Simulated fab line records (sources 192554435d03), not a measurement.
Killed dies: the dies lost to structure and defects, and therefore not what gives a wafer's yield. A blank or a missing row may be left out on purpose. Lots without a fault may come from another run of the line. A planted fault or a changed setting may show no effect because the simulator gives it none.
fab line records | flow n5Finfet | part 2 of 2: steps 21 to 26 of 26
[record] lots = 5 wafers = 15 lastDay = 20
route steps=1938 shown BEOL_M0_SAQP@643
lots untouched by any fault: they come from a run of this same line in which no faults occurred
startH: hours from the record's opening day to when the first of the lot's shown wafers began | waitH: time in hours since the lot's previous step | " unchanged from the row above | L1.1+2: a single row standing in for several wafers | - no value, or no start given | * or withheld: withheld | < > ~ a bound
route shown NAME@n: names a module that has steps shown in the file, with the first one's number in the route | usual: mean/standard deviation of fault-free wafers | same: alike in all rows | chamber/n: place in a boat | sites: each site's reading | _std_site: the standard deviation of these | _edge_site: the outer-site mean with the inner-site mean subtracted | radiusMm: for every site, how far away it sits from the centre of the wafer | mask NAME#n: copy n | behind: the most recent tool/chamber to have shaped the wafer | hold: reason for holding the lot/hours on hold/outcome of the hold | device: names the non-switching transistor (n, p or np) | end of line: the route-end tests of the same wafers | a step without rows: its recipe alone | killed: the dies lost at the first sort to structure and to defects; this is not the yield of the wafer | map: a wafer's dies, marking killed ones x, the rest . and places with no die _
set.NAME: the setting as run; set.NAME@STEP: as run at that earlier step | model.NAME: the simulator's own value behind a step, which no gauge read
lots seen at some steps along the route; tables by step, rows by wafer
services: a tool's chamber out of use, with start hour (startH, from the record's first day; less than 0 if before it), hours out, and reason
[[steps]]
[step N5_BEOL_M0_SAQP_SPACER1_ALD_98]
[recipe] material = SiO2 targetThkA = 128 tempC = 300 aldPrecursorFamily = BDEAS aldCoReactant = O2-plasma pulseTimeS = 1 purgeTimeS = 2 coReactantPurgeTimeS = 2 aldCycles = 138 pressureTorr = 2
[usual] heaterPowerW = 492/59 precursorPulseHeightRel = 1.000/0.022 susceptorTempC = 300.00/0.19
// columns lot.wafer tool chamber startH waitH heaterPowerW precursorPulseHeightRel susceptorTempC
L080.1 aldSin-02 0 149.36 0.3 486 1.000 300.13
L080.3 " 1 " " 496 1.015 300.12
L080.6 " 1 " " 498 0.986 300.00
L081.3 aldSin-01 3 155.99 0.1 502 1.008 300.13
L081.4 " 2 " " 606 1.009 299.61
L081.5 " 2 " " 598 1.004 299.75
L089.3 aldSin-02 1 203.99 0.1 491 0.976 300.23
L089.4 " 1 " " 492 1.014 300.34
L089.6 " 0 " " 500 1.015 300.31
L092.1 aldSin-01 0 218.56 0.3 544 1.004 300.15
L092.2 " 2 " " 593 0.987 299.78
L092.4 " 1 " " 401 0.988 299.66
L094.2 aldSin-01 0 233.64 0.5 535 1.001 300.42
L094.5 " 1 " " 411 1.019 300.13
L094.6 " 0 " " 535 1.018 300.38
[step N5_BEOL_M0_SAQP_SPACER1_ETCHBACK_99]
[recipe] chemistry = CHF3/O2 mode = anisotropicEtchback target = SiO2 targetDepthA = 154 timeS = 7.7 pressureMtorr = 30 sourceW = 650 biasW = 170 Ar_flow_sccm = 200 CHF3_flow_sccm = 50 O2_flow_sccm = 5 ionEnergyEv = 200
[usual] drypumpMotorCurrentA = 5.7/0.43 oesProductAu = 0.77/0.075 rfFwdPowerW = 646.0/2.3 rfVppV = 524/14 showerheadPlenumPTorr = 2.41/0.086 throttleValvePct = 19.0/0.32
// columns lot.wafer tool chamber startH waitH drypumpMotorCurrentA oesProductAu rfFwdPowerW rfHoursCounterH rfVppV showerheadPlenumPTorr throttleValvePct
L080.1 rieDiel-06 0 149.86 0.3 5.8 0.69 648.0 249 537 2.38 18.9
L080.3 " 2 " " 5.8 0.74 644.4 154 521 2.52 18.5
L080.6 " 1 " " 5.6 0.80 645.7 - 521 2.36 19.5
L081.3 rieDiel-06 1 156.48 0.3 5.6 0.80 643.6 122 521 2.36 19.5
L081.4 " 3 " " 5.4 0.68 647.5 - 535 2.29 19.5
L081.5 " 1 " " 5.6 0.79 646.0 - 520 2.36 19.5
L089.3 rieDiel-02 1 204.46 0.3 4.8 0.76 643.8 161 513 2.44 19.3
L089.4 " 2 " " 5.8 0.69 643.8 193 543 2.31 19.3
L089.6 " 1 " " 4.8 0.76 649.6 - 513 2.44 19.3
L092.1 rieDiel-03 3 219.09 0.3 6.4 0.75 646.4 144 529 2.44 19.0
L092.2 " 1 " " 5.9 0.73 649.4 228 531 2.48 18.9
L092.4 " 2 " " 6.0 0.71 647.3 202 522 2.28 18.5
L094.2 rieDiel-02 2 234.12 0.3 5.9 0.69 650.1 204 542 2.31 19.3
L094.5 " 0 " " 5.8 0.80 651.2 - 517 2.37 19.1
L094.6 " 3 " " 5.4 0.83 646.6 - 525 2.54 18.5
[step N5_BEOL_M0_SAQP_MANDREL1_REMOVE_100]
[recipe] chemistry = HBr/Cl2/O2 btTimeS = 10 target = a-Si stopOn = SiNx endpoint = OES-SiCl overEtchFrac = 0.85 icpW = 600 biasW = 30 HBr_flow_sccm = 150 Cl2_flow_sccm = 80 O2_flow_sccm = 5 pressureMtorr = 10
[usual] HBr_flow_sccm = 150.0/0.47 drypumpMotorCurrentA = 5.8/0.41 oesProductAu = 1.000/0.016 rfFwdPowerW = 596.9/2.1 throttleValvePct = 36.5/0.52
// columns lot.wafer tool chamber startH waitH HBr_flow_sccm drypumpMotorCurrentA oesProductAu rfFwdPowerW rfHoursCounterH throttleValvePct
L080.1 rieSi-04 3 149.95 0.1 150.4 6.2 1.002 597.6 99 36.0
L080.3 " 0 " " 150.7 6.1 1.002 600.6 7 36.4
L080.6 " 0 " " 150.4 6.1 1.005 601.8 - 36.4
L081.3 rieSi-06 3 156.57 0.1 149.9 5.7 0.992 596.8 186 36.6
L081.4 " 0 " " 150.0 6.1 0.999 595.0 178 36.4
L081.5 " 3 " " 149.7 5.7 0.990 595.0 - 36.6
L089.3 rieSi-06 1 204.55 0.1 150.1 6.1 0.991 594.8 6 36.2
L089.4 " 0 " " 149.5 6.0 0.995 595.8 179 36.4
L089.6 " 1 " " 150.5 6.0 0.986 592.5 - 36.2
L092.1 rieSi-06 0 219.18 0.1 150.5 6.1 1.002 598.9 179 36.4
L092.2 " 1 " " 149.7 6.1 0.995 598.6 6 36.2
L092.4 " 0 " " 150.3 6.0 0.998 600.1 - 36.4
L094.2 rieSi-05 3 234.21 0.1 149.5 5.6 1.020 597.0 178 36.5
L094.5 " 0 " " 150.2 6.3 0.999 601.7 - 36.7
L094.6 " 3 " " 149.4 5.6 1.031 598.7 - 36.5
[step N5_BEOL_M0_SAQP_CD_MEAS_25]
[recipe] targetCdNm = 13.1 landingEnergyEv = 1000 detector = seInlens
[usual] cdNm = 12.82/0.21
[same] landingEnergyEv = 1000
// columns lot.wafer tool chamber startH waitH cdNm
L080.1 cdSem-02 0 150.06 0.1 12.43
L080.3 " 0 " " 12.82
L080.6 " 0 " " 12.67
L081.3 cdSem-03 0 156.68 0.1 12.49
L081.4 " 0 " " 12.54
L081.5 " 0 " " 13.18
L089.3 cdSem-02 0 204.66 0.1 12.81
L089.4 " 0 " " 13.03
L089.6 " 0 " " 13.05
L092.1 cdSem-02 0 219.29 0.1 12.83
L092.2 " 0 " " 13.00
L092.4 " 0 " " 12.58
L094.2 cdSem-01 0 234.32 0.1 12.89
L094.5 " 0 " " 12.66
L094.6 " 0 " " 13.01
[step N5_BEOL_M0_SAQP_ETCH_101]
[recipe] chemistry = CH3F/O2 target = SiNx maskMaterial = SiO2 targetDepthA = 299 timeS = 42.7 pressureMtorr = 30 sourceW = 395 biasW = 73 Ar_flow_sccm = 150 CH3F_flow_sccm = 30 O2_flow_sccm = 20 ionEnergyEv = 120
[usual] drypumpMotorCurrentA = 5.7/0.39 oesProductAu = 0.78/0.09 rfFwdPowerW = 393.0/1.2 rfVppV = 297/7.7 showerheadPlenumPTorr = 2.00/0.072 throttleValvePct = 16.4/0.33
// columns lot.wafer tool chamber startH waitH drypumpMotorCurrentA oesProductAu rfFwdPowerW rfHoursCounterH rfVppV showerheadPlenumPTorr throttleValvePct
L080.1 rieDiel-03 3 150.10 0.0 6.5 0.76 393.5 118 299 2.04 16.4
L080.3 " 0 " " 5.2 0.67 393.3 232 278 1.97 16.7
L080.6 " 0 " " 5.1 0.67 394.6 - 278 1.97 16.7
L081.3 rieDiel-06 3 156.72 0.0 5.4 0.67 393.7 245 305 1.90 16.9
L081.4 " 1 " " 5.7 0.79 391.8 - 295 1.95 16.9
L081.5 " 2 " " 5.8 0.74 391.9 - 295 2.09 16.1
L089.3 rieDiel-06 1 204.70 0.0 5.6 0.77 390.3 143 296 1.95 16.9
L089.4 " 0 " " 5.7 0.96 393.4 13 307 1.98 15.9
L089.6 " 3 " " 5.4 1.00 393.2 - 310 2.14 16.5
L092.1 rieDiel-02 3 219.33 0.0 5.4 0.83 392.0 48 297 2.12 16.0
L092.2 " 2 " " 5.8 0.69 391.7 197 306 1.91 16.7
L092.4 " 0 " " 5.8 0.82 395.8 83 292 1.96 16.5
L094.2 rieDiel-06 1 234.36 0.0 5.6 0.76 392.1 152 297 1.95 16.9
L094.5 " 1 " " 5.6 0.76 391.8 - 295 1.94 16.9
L094.6 " 0 " " 5.7 0.95 392.9 - 306 1.97 16.0
[step N5_BEOL_M0_SAQP_ETCH_102]
[recipe] chemistry = CF4 target = SiO2 targetDepthA = 40 ionEnergyEv = 350 timeS = 4.4 pressureMtorr = 10 icpW = 800 biasW = 400 cf4FlowSccm = 80
[usual] drypumpMotorCurrentA = 5.9/0.42 oesProductAu = 1.003/0.029 rfFwdPowerW = 791/3 throttleValvePct = 21.72/0.29
// columns lot.wafer tool chamber startH waitH drypumpMotorCurrentA oesProductAu rfFwdPowerW rfHoursCounterH throttleValvePct
L080.1 rieSi-05 1 150.21 0.1 5.7 1.015 781 14 21.43
L080.3 " 3 " " 5.6 1.012 789 177 21.75
L080.6 " 1 " " 5.7 1.033 782 - 21.42
L081.3 rieSi-04 3 156.82 0.1 6.2 1.054 794 99 21.48
L081.4 " 0 " " 6.2 1.003 793 7 21.70
L081.5 " 3 " " 6.2 1.055 794 - 21.50
L089.3 rieSi-04 0 204.80 0.1 6.1 1.009 794 8 21.70
L089.4 " 0 " " 6.1 1.011 794 - 21.68
L089.6 " 1 " " 5.0 0.988 786 - 21.69
L092.1 rieSi-04 2 219.43 0.1 5.9 1.023 791 19 22.35
L092.2 " 3 " " 6.2 1.055 792 100 21.48
L092.4 " 1 " " 5.0 0.988 789 109 21.70
L094.2 rieSi-04 0 234.47 0.1 6.2 1.011 790 8 21.70
L094.5 " 0 " " 6.2 1.003 789 - 21.69
L094.6 " 1 " " 5.1 0.984 792 - 21.70
[[services]]
// columns tool chamber startH hours kind
arfiScanner-03 - 130.57 0.7 repair
arfiScanner-01 - 143.96 0.8 pm
arfiScanner-03 - 150.57 0.8 pm
arfiScanner-02 - 152.18 0.8 pm
rieDiel-06 0 152.53 - clean
rieDiel-06 0 152.53 - consumableReplace:focusRing
rieDiel-06 0 152.53 21.1 scheduledDown
rieDiel-06 0 152.53 21.1 ventCycle
aldSin-02 3 153.43 5.9 repair
arfiScanner-02 - 158.10 1.0 pm
arfiScanner-02 - 160.64 0.9 repair
arfiScanner-03 - 163.91 1.3 pm
arfiScanner-01 - 178.05 1.3 pm
rieDiel-06 3 179.10 4.1 repair
rieDiel-06 3 183.24 - clean
rieDiel-06 3 183.24 - consumableReplace:focusRing
rieSi-06 - 189.29 0.8 repair
aldSin-02 3 198.27 6.7 repair
arfiScanner-01 - 204.67 0.8 pm
rieSi-04 2 204.80 2.3 repair
arfiScanner-02 - 216.25 1.3 pm
vaporEtch-01 - 229.25 0.2 repair
wetBench-03 - 233.20 2.2 repair
rieSi-04 - 234.20 0.1 repair
